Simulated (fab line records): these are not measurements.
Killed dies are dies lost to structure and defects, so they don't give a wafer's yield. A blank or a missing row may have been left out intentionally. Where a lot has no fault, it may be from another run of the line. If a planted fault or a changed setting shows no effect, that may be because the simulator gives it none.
fab line records -- flow nand_harc
[record] lots = 5, wafers = 15, last_day = 33
route steps=1302 shown P_M2@330 END@1302
lots that met no fault: from a run of the same line without faults
start_h: start of the lot's first displayed wafer, in hours after the record's first day -- wait_h: hours from the lot's prior step to this one -- " as in the row above -- L1.1+2: a row that stands for several wafers -- - either no value or no given start -- * or withheld: withheld -- < > ~ a bound
route shown NAME@n: a module of which the file shows steps, and the number in the route of the first -- usual: the fault-free wafers' mean and standard deviation -- same: alike in all rows -- chamber/n: place in a boat -- sites: per-site readings -- _std_site: the standard deviation of these -- _edge_site: inner sites' mean taken away from outer sites' mean -- radius_mm: how far each site lies from the wafer's centre -- mask NAME#n: copy n -- behind: tool/chamber where the wafer was last shaped -- hold: what put the lot on hold/how long, in hours/how the hold closed -- device: names the non-switching transistor (n, p or np) -- end of line: tests run on the same wafers once the route is complete -- step lacking rows: just its recipe -- killed: dies that structure and defects cost at the first sort, which is not the same as the wafer's yield -- map: a wafer's dies, x killed, . not, _ none there
set.NAME: the setting as run; set.NAME@STEP: as run at that earlier step -- model.NAME: the simulator's own value behind a step, which no gauge read
lots seen at some steps along the route; tables by step, rows by wafer
services: from which hour (start_h, from the record's first day; less than 0 if before it) a tool's chamber was out of use, for how many hours, and why
[[steps]]
[step NHARC_P_M2_INSPECT_11]
[usual] raw_defect_count = 4.8/2.6
lot.wafer,tool,chamber,start_h,wait_h,raw_defect_count
L806.1,defect_inspect-02,-,145.85,0.0,3
L806.3,defect_inspect-02,-,145.85,0.0,2
L806.4,defect_inspect-02,-,145.85,0.0,4
L817.2,defect_inspect-02,-,248.47,0.0,8
L817.5,defect_inspect-02,-,248.47,0.0,3
L817.6,defect_inspect-02,-,248.47,0.0,6
L819.3,defect_inspect-01,-,281.74,0.0,4
L819.4,defect_inspect-01,-,281.74,0.0,2
L819.6,defect_inspect-01,-,281.74,0.0,3
L822.4,defect_inspect-02,-,307.43,0.0,3
L822.5,defect_inspect-02,-,307.43,0.0,8
L822.6,defect_inspect-02,-,307.43,0.0,1
L827.1,defect_inspect-02,-,347.62,0.0,2
L827.5,defect_inspect-02,-,347.62,0.0,7
L827.6,defect_inspect-02,-,347.62,0.0,8
[step NHARC_P_M2_DESCUM_14]
[recipe] time_s = 3, o2_flow_sccm = 200, ar_flow_sccm = 0, bias_power_w = 0, chemistry = O2
[usual] drypump_motor_current_A = 5.9/0.4, oes_product_au = 0.998/0.012, rf_vpp_V = 57.7/0.85, showerhead_plenum_p_Torr = 1.89/0.073, throttle_valve_pct = 11.311/0.0087
lot.wafer,tool,chamber,start_h,wait_h,drypump_motor_current_A,oes_product_au,rf_hours_counter_h,rf_vpp_V,showerhead_plenum_p_Torr,throttle_valve_pct
L806.1,rie_diel-07,2,145.91,0.1,5.1,0.993,0.3,59.0,2.03,11.318
L806.3,rie_diel-07,1,145.91,0.1,6.3,1.008,0.3,58.1,1.83,11.311
L806.4,rie_diel-07,2,145.91,0.1,5.1,0.990,-,59.5,2.03,11.320
L817.2,rie_diel-11,0,248.56,0.1,5.9,0.999,7.3,58.7,1.97,11.319
L817.6,rie_diel-11,1,248.56,0.1,6.2,0.987,-,57.9,1.83,11.303
L817.5,rie_diel-11,2,248.56,0.1,5.9,1.018,-,57.9,1.85,11.307
L819.4,rie_diel-05,3,281.80,0.1,6.0,0.984,2.3,57.4,1.96,11.284
L819.3,rie_diel-05,1,281.80,0.1,6.1,0.983,1.3,57.7,1.96,11.318
L819.6,rie_diel-05,3,281.80,0.1,6.0,0.992,-,56.8,1.96,11.319
L822.4,rie_diel-11,2,307.52,0.1,5.9,1.013,0.1,56.6,1.85,11.302
L822.6,rie_diel-11,3,307.52,0.1,5.6,0.987,-,57.8,1.87,11.307
L822.5,rie_diel-11,0,307.52,0.1,6.0,1.012,-,57.3,1.97,11.306
L827.1,rie_diel-05,3,347.68,0.1,6.0,0.995,5.8,58.4,1.96,11.314
L827.5,rie_diel-05,3,347.68,0.1,6.0,1.011,-,56.9,1.96,11.311
L827.6,rie_diel-05,0,347.68,0.1,5.4,0.978,-,57.6,1.96,11.319
[step NHARC_P_M2_ETCH_35]
[recipe] target_depth_a = 400, overetch_a = 120, time_s = 43.94, ion_energy_ev = 200, n2_flow_sccm = 150, h2_flow_sccm = 150, ar_flow_sccm = 0, rf_w = 400, bias_w = 150, chemistry = N2/H2
[step NHARC_P_M2_ETCH_15]
[recipe] target_depth_a = 1825, time_s = 91.2, c4f8_flow_sccm = withheld, ar_flow_sccm = 400, rf_w = 600, bias_w = 300, chemistry = C4F8/Ar
[step NHARC_P_M2_CD_MEAS_16]
[usual] cd_nm = 169.9/1.3
lot.wafer,tool,chamber,start_h,wait_h,cd_nm
L806.1,cd_sem-01,-,146.26,-,170.9
L806.3,cd_sem-01,-,146.26,-,171.0
L806.4,cd_sem-01,-,146.26,-,169.5
L817.2,cd_sem-03,-,248.84,-,169.6
L817.5,cd_sem-03,-,248.84,-,170.4
L817.6,cd_sem-03,-,248.84,-,170.9
L819.3,cd_sem-02,-,282.11,-,170.8
L819.4,cd_sem-02,-,282.11,-,169.6
L819.6,cd_sem-02,-,282.11,-,171.1
L822.4,cd_sem-02,-,307.81,-,168.0
L822.5,cd_sem-02,-,307.81,-,166.5
L822.6,cd_sem-02,-,307.81,-,168.6
L827.1,cd_sem-01,-,348.03,-,170.6
L827.5,cd_sem-01,-,348.03,-,169.6
L827.6,cd_sem-01,-,348.03,-,169.3
[step NHARC_P_M2_STRIP_18]
[recipe] power_w = 1000, n2_flow_sccm = 150, h2_flow_sccm = 150, ar_flow_sccm = 0, bias_w = 0, chemistry = N2/H2
[step NHARC_P_M2_ETCH_28]
[recipe] target_depth_a = 300, over_etch_frac = 0.3, time_s = 72.99, ion_energy_ev = 150, cf4_flow_sccm = 50, n2_flow_sccm = 100, ar_flow_sccm = 150, rf_w = 300, bias_w = 100, chemistry = CF4/N2
[usual] drypump_motor_current_A = 5.9/0.42, oes_product_au = 0.994/0.013, rf_vpp_V = 313.7/1.9, showerhead_plenum_p_Torr = 2.60/0.1, throttle_valve_pct = 19.795/0.0094
lot.wafer,tool,chamber,start_h,wait_h,drypump_motor_current_A,oes_product_au,rf_hours_counter_h,rf_vpp_V,showerhead_plenum_p_Torr,throttle_valve_pct
L806.3,rie_diel-05,2,-,-,6.2,0.987,4.1,311.5,2.47,19.805
L806.4,rie_diel-05,3,-,-,6.0,0.993,3.3,315.2,2.69,19.788
L806.1,rie_diel-05,0,-,-,5.4,0.984,5.1,315.8,2.68,19.792
L817.2,rie_diel-07,2,-,-,5.1,0.986,5.7,315.9,2.77,19.807
L817.6,rie_diel-07,1,-,-,6.3,1.007,-,312.2,2.52,19.787
L817.5,rie_diel-07,2,-,-,5.1,0.991,-,316.2,2.77,19.782
L819.4,rie_diel-07,3,-,-,6.5,0.999,8.5,312.3,2.53,19.781
L819.3,rie_diel-07,1,-,-,6.3,1.002,6.9,312.7,2.52,19.806
L819.6,rie_diel-07,3,-,-,6.5,1.006,-,312.9,2.53,19.800
L822.4,rie_diel-05,2,-,-,6.2,0.993,3.8,310.6,2.46,19.788
L822.6,rie_diel-05,3,-,-,6.0,1.011,-,315.1,2.68,19.787
L822.5,rie_diel-05,0,-,-,5.4,0.990,-,313.8,2.68,19.789
L827.1,rie_diel-07,1,-,-,6.3,0.967,3.5,311.9,2.51,19.792
L827.6,rie_diel-07,2,-,-,5.1,0.986,-,316.2,2.77,19.792
L827.5,rie_diel-07,3,-,-,6.5,0.983,-,312.2,2.53,19.806
[step NHARC_P_M2_STRIP_19]
[recipe] time_s = 600, temp_c = 30, chemistry = post_etch_residue_remover
[step NHARC_P_M2_DEGAS_29]
[recipe] temp_c = 250, time_s = 60
[usual] heater_power_w = 338/35
lot.wafer,tool,chamber,start_h,wait_h,heater_power_w
L806.1,pvd_sputter-01,-,146.98,-,314
L806.4,pvd_sputter-01,-,146.98,-,369
L806.3,pvd_sputter-01,-,146.98,-,295
L817.2,pvd_sputter-01,-,249.56,-,308
L817.6,pvd_sputter-01,-,249.56,-,279
L817.5,pvd_sputter-01,-,249.56,-,314
L819.4,pvd_sputter-01,-,282.82,-,284
L819.3,pvd_sputter-01,-,282.82,-,310
L819.6,pvd_sputter-01,-,282.82,-,286
L822.4,pvd_sputter-03,-,309.72,-,306
L822.5,pvd_sputter-03,-,309.72,-,310
L822.6,pvd_sputter-03,-,309.72,-,292
L827.1,pvd_sputter-01,-,348.76,-,281
L827.5,pvd_sputter-01,-,348.76,-,308
L827.6,pvd_sputter-01,-,348.76,-,338
[step NHARC_P_M2_PRE_CLEAN_30]
[recipe] time_s = 30, temp_c = 280, gas = H2/He
[step NHARC_P_M2_PVD_20]
[recipe] target_thk_a = 50, bias_v = 168.6, power_w = 15000, chamber_pressure_pa = 0.12, time_s = 8.06, substrate_temp_c = 50, material = TaN
[step NHARC_P_M2_PVD_21]
[recipe] target_thk_a = 300, chamber_pressure_pa = 5, power_w = 5000, substrate_temp_c = 30, time_s = 20.49, material = Cu
[usual] throttle_valve_pct = 29.9/1.2
lot.wafer,tool,chamber,start_h,wait_h,throttle_valve_pct
L806.3,pvd_sputter-01,-,-,-,32.2
L806.1,pvd_sputter-01,-,-,-,30.2
L806.4,pvd_sputter-01,-,-,-,31.5
L817.2,pvd_sputter-01,-,-,-,31.7
L817.6,pvd_sputter-01,-,-,-,32.0
L817.5,pvd_sputter-01,-,-,-,29.2
L819.4,pvd_sputter-01,-,-,-,29.5
L819.3,pvd_sputter-01,-,-,-,31.5
L819.6,pvd_sputter-01,-,-,-,31.6
L822.4,pvd_sputter-03,-,-,-,30.1
L822.5,pvd_sputter-03,-,-,-,29.5
L822.6,pvd_sputter-03,-,-,-,31.2
L827.1,pvd_sputter-01,-,-,-,30.2
L827.5,pvd_sputter-01,-,-,-,29.3
L827.6,pvd_sputter-01,-,-,-,31.8
[step NHARC_P_M2_ECD_22]
[recipe] target_thk_a = 4000, bath_temp_c = 25, material = Cu
lot.wafer,tool,chamber,start_h,wait_h
L806.1+4+3,ecd_cu-01,"1,1,0",147.33,-
L817.2+5+6,ecd_cu-01,"1,0,1",249.97,-
L819.4+3+6,ecd_cu-02,"1,0,0",283.28,-
L822.4+6+5,ecd_cu-02,"1,0,1",310.21,-
L827.1+5+6,ecd_cu-01,"0,0,1",349.10,-
[step NHARC_P_M2_ANNEAL_31]
[recipe] temp_c = 225, time_s = 90
[usual] wafer_temp_C_max = 226.3/0.31
lot.wafer,tool,chamber,start_h,wait_h,wafer_temp_C_max
L806.1,rtp_anneal-02,0,147.71,0.3,226.4
L806.3,rtp_anneal-02,0,147.71,0.3,226.0
L806.4,rtp_anneal-02,0,147.71,0.3,226.2
L817.2,rtp_anneal-02,0,250.35,0.3,226.3
L817.5,rtp_anneal-02,0,250.35,0.3,226.2
L817.6,rtp_anneal-02,0,250.35,0.3,226.1
L819.3,rtp_anneal-02,0,283.66,0.3,226.4
L819.4,rtp_anneal-02,0,283.66,0.3,227.0
L819.6,rtp_anneal-02,0,283.66,0.3,226.3
L822.4,rtp_anneal-02,0,310.60,-,226.0
L822.5,rtp_anneal-02,0,310.60,-,226.2
L822.6,rtp_anneal-02,0,310.60,-,226.6
L827.1,rtp_anneal-01,0,349.47,-,226.5
L827.5,rtp_anneal-01,0,349.47,-,225.8
L827.6,rtp_anneal-01,0,349.47,-,226.6
[step NHARC_P_M2_CMP_23]
[recipe] t_overpolish_s = 20, target_thk_nm = 144.3
[usual] motor_current_A = 12.6/1.4, slurry_filter_dp_kPa = 13.50/0.14, time_to_endpoint_s = 29/3.8
lot.wafer,tool,chamber,start_h,wait_h,motor_current_A,slurry_filter_dp_kPa,time_to_endpoint_s
L806.4,cmp-03,0,148.05,-,13.1,13.50,28
L806.1,cmp-03,2,148.05,-,13.1,13.59,29
L806.3,cmp-03,3,148.05,-,10.3,13.40,29
L817.2,cmp-04,0,250.67,-,10.3,13.50,25
L817.6,cmp-04,3,250.67,-,13.9,13.52,16
L817.5,cmp-04,0,250.67,-,10.5,13.83,11
L819.3,cmp-04,3,283.93,-,14.1,13.81,31
L819.4,cmp-04,0,283.93,-,9.9,13.47,26
L819.6,cmp-04,2,283.93,-,12.7,13.53,27
L822.4,cmp-03,0,310.79,-,13.2,13.56,26
L822.6,cmp-03,0,310.79,-,13.5,13.56,28
L822.5,cmp-03,1,310.79,-,15.0,13.33,35
L827.1,cmp-04,1,349.85,-,12.9,13.63,35
L827.5,cmp-04,0,349.85,-,10.4,13.49,29
L827.6,cmp-04,1,349.85,-,12.9,13.52,32
[step NHARC_P_M2_THK_MEAS_24]
[recipe] thk_meas_gauge = xrf
[usual] thk_nm = 144.2/2
lot.wafer,tool,chamber,start_h,wait_h,thk_nm
L806.1,film_metro-02,-,148.37,-,145.2
L806.3,film_metro-02,-,148.37,-,144.3
L806.4,film_metro-02,-,148.37,-,145.3
L817.2,film_metro-01,-,250.96,-,142.1
L817.5,film_metro-01,-,250.96,-,144.5
L817.6,film_metro-01,-,250.96,-,144.6
L819.3,film_metro-01,-,284.22,-,144.0
L819.4,film_metro-01,-,284.22,-,141.9
L819.6,film_metro-01,-,284.22,-,141.5
L822.4,film_metro-01,-,311.10,-,145.1
L822.5,film_metro-01,-,311.10,-,145.7
L822.6,film_metro-01,-,311.10,-,142.7
L827.1,film_metro-02,-,350.14,-,148.3
L827.5,film_metro-02,-,350.14,-,143.4
L827.6,film_metro-02,-,350.14,-,147.2
[step NHARC_END_SORT_01]
[recipe] temp_c = 25
[usual] defect_limited_yield = 90/3.4, killed_at_array = 61/24, killed_at_other = 1.2/1.3, killed_at_periphery = 3.7/2.6, killed_dies = 66/23, killed_open = 3.3/1.8, killed_short = 2.4/1.6
[same] gross_dies = 677
lot.wafer,tool,chamber,start_h,wait_h,defect_limited_yield[%],killed_at_array,killed_at_other,killed_at_periphery,killed_dies,killed_open,killed_short
L806.1,prober-02,0,582.25,2.5,90,67,1,1,69,6,1
L806.3,prober-02,0,583.85,3.1,88,81,0,1,82,3,2
L806.4,prober-02,0,584.65,3.4,87,83,0,2,85,3,1
L817.2,prober-02,0,680.15,2.8,90,61,1,7,69,2,5
L817.5,prober-02,0,682.58,3.7,89,72,1,1,74,4,2
L817.6,prober-02,0,683.39,4.1,90,64,2,3,69,3,2
L819.3,prober-01,0,718.16,3.1,91,55,5,0,60,3,0
L819.4,prober-01,0,718.96,3.4,93,44,4,1,49,2,3
L819.6,prober-01,0,720.56,4.0,93,45,1,2,48,4,3
L822.4,prober-01,0,763.88,3.4,90,59,1,6,66,5,0
L822.5,prober-01,0,764.68,3.7,90,59,3,5,67,4,4
L822.6,prober-01,0,765.48,4.0,94,38,0,3,41,0,0
// killed by level:class
L806.1 A_CHANNEL_HOLE_D2:chamber_film_flake=29 A_CHANNEL_HOLE_D1:chamber_film_flake=25 A_ONON_D2:geometric_particle:open=3 A_STAIRCASE:chamber_film_flake=2 A_CONTACT:chamber_film_flake=2 P_CONTACT:geometric_particle:open=1 A_SOURCE_PLATE:geometric_particle:short=1 A_DECK1_JOINT:geometric_particle:open=1
L806.3 A_CHANNEL_HOLE_D1:chamber_film_flake=41 A_CHANNEL_HOLE_D2:chamber_film_flake=30 A_STAIRCASE:chamber_film_flake=2 A_CONTACT:chamber_film_flake=2 A_CHANNEL_HOLE_D2:geometric_particle:short=1 A_CHANNEL_FILL_D2:geometric_particle:open=1 A_SGD_CUT:geometric_particle:open=1 A_WL_FILL:geometric_particle:short=1
L806.4 A_CHANNEL_HOLE_D2:chamber_film_flake=35 A_CHANNEL_HOLE_D1:chamber_film_flake=35 P_GATE:chamber_film_flake=2 A_CONTACT:chamber_film_flake=2 A_STAIRCASE:chamber_film_flake=2 A_SOURCE_PLATE:geometric_particle:open=1 A_CHANNEL_HOLE_D1:geometric_particle:open=1 A_DECK1_JOINT:geometric_particle:short=1
L817.2 A_CHANNEL_HOLE_D1:chamber_film_flake=28 A_CHANNEL_HOLE_D2:chamber_film_flake=15 A_STAIRCASE:chamber_film_flake=7 P_ZERO_WELL:chamber_film_flake=3 P_GATE:chamber_film_flake=3 A_CONTACT:chamber_film_flake=3 A_WL_FILL:geometric_particle:short=2 A_DECK1_JOINT:chamber_film_flake=2
L817.5 A_CHANNEL_HOLE_D1:chamber_film_flake=31 A_CHANNEL_HOLE_D2:chamber_film_flake=20 A_STAIRCASE:chamber_film_flake=7 A_SLIT:chamber_film_flake=5 A_CHANNEL_FILL_D2:geometric_particle:open=2 A_CONTACT:chamber_film_flake=2 A_CHANNEL_HOLE_D1:geometric_particle:short=1 A_DECK1_JOINT:geometric_particle:short=1
L817.6 A_CHANNEL_HOLE_D1:chamber_film_flake=36 A_CHANNEL_HOLE_D2:chamber_film_flake=13 A_STAIRCASE:chamber_film_flake=5 A_CONTACT:chamber_film_flake=3 P_ZERO_WELL:chamber_film_flake=2 A_SLIT:chamber_film_flake=2 THIN_TSV:chamber_film_flake=2 P_STI:geometric_particle:open=1
L819.3 A_CHANNEL_HOLE_D1:chamber_film_flake=35 A_SLIT:chamber_film_flake=6 THIN_TSV:chamber_film_flake=5 A_STAIRCASE:chamber_film_flake=4 A_CONTACT:chamber_film_flake=4 A_WL_FILL:geometric_particle:open=2 A_CHANNEL_HOLE_D2:chamber_film_flake=2 A_CHANNEL_HOLE_D2:geometric_particle:open=1
L819.4 A_CHANNEL_HOLE_D1:chamber_film_flake=28 A_STAIRCASE:chamber_film_flake=4 A_SLIT:chamber_film_flake=3 A_CONTACT:chamber_film_flake=3 THIN_TSV:chamber_film_flake=3 A_SGD_CUT:chamber_film_flake=2 P_CONTACT:geometric_particle:open=1 A_ONON_D1:geometric_particle:open=1
L819.6 A_CHANNEL_HOLE_D1:chamber_film_flake=26 A_CONTACT:chamber_film_flake=5 A_SLIT:chamber_film_flake=4 A_CHANNEL_FILL_D1:geometric_particle:open=2 A_STAIRCASE:chamber_film_flake=2 P_GATE:geometric_particle:open=1 P_GATE:geometric_particle:short=1 A_CHANNEL_FILL_D1:geometric_particle:short=1
L822.4 A_SLIT:chamber_film_flake=35 A_CHANNEL_HOLE_D1:chamber_film_flake=16 A_DECK1_JOINT:chamber_film_flake=3 P_GATE:geometric_particle:open=2 P_M2:chamber_film_flake=2 A_CONTACT:chamber_film_flake=2 P_M1:geometric_particle:open=1 A_ONON_D1:geometric_particle:open=1
L822.5 A_SLIT:chamber_film_flake=36 A_CHANNEL_HOLE_D1:chamber_film_flake=12 P_M2:chamber_film_flake=3 A_CONTACT:chamber_film_flake=3 THIN_TSV:chamber_film_flake=3 A_M0:geometric_particle:short=2 P_STI:geometric_particle:short=1 A_DECK1_JOINT:geometric_particle:open=1
L822.6 A_SLIT:chamber_film_flake=30 A_CHANNEL_HOLE_D1:chamber_film_flake=6 P_M2:chamber_film_flake=2 P_STI:chamber_film_flake=1 A_STAIRCASE:chamber_film_flake=1 A_CONTACT:chamber_film_flake=1
[[services]]
tool,chamber,start_h,hours,kind
ecd_cu-01,-,128.49,0.2,repair
cmp-04,-,133.47,0.5,repair
pvd_sputter-01,-,134.84,7.9,repair
rie_diel-07,0,142.57,7.7,repair
rie_diel-05,-,149.66,0.5,repair
rie_diel-05,3,153.49,5.2,repair
ecd_cu-01,-,160.17,8.0,pm
rie_diel-07,0,160.31,22.7,repair
rie_diel-07,2,165.74,6.7,repair
rie_diel-07,3,178.37,3.9,repair
rie_diel-05,-,180.08,0.2,repair
rie_diel-07,3,196.90,4.0,repair
rie_diel-05,0,202.32,6.7,repair
rie_diel-05,1,206.12,5.5,repair
rie_diel-07,1,214.18,5.0,repair
pvd_sputter-01,-,226.02,10.0,pm
rie_diel-05,-,229.92,9.0,pm
rie_diel-05,1,239.71,17.7,repair
rie_diel-05,2,244.97,7.2,repair
rie_diel-05,0,292.92,1.4,repair
rie_diel-07,-,294.21,9.0,pm
rie_diel-07,1,331.49,2.8,repair
pvd_sputter-01,-,342.37,5.3,repair
rie_diel-05,1,345.34,7.7,repair
[[key]]
[first_sign] step = NHARC_P_M2_CMP_23, reading = time_to_endpoint_s, direction = down, sigmas = 4, usual = *, struck = *
effect none on later readings
met_at NHARC_P_M2_ECD_22
struck_wafers L817.5,L817.6
onset_between 147.33 249.97
[fault] kind = process_parameter_drift, tool = ecd_cu-01, chamber = -, onset_h = 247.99, steps = NHARC_P_M2_ECD_22, channel = target_thk_a, offset = *, shape = step, end_h = 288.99, scope = struck_wafers_only, acts_in = *, stated = *
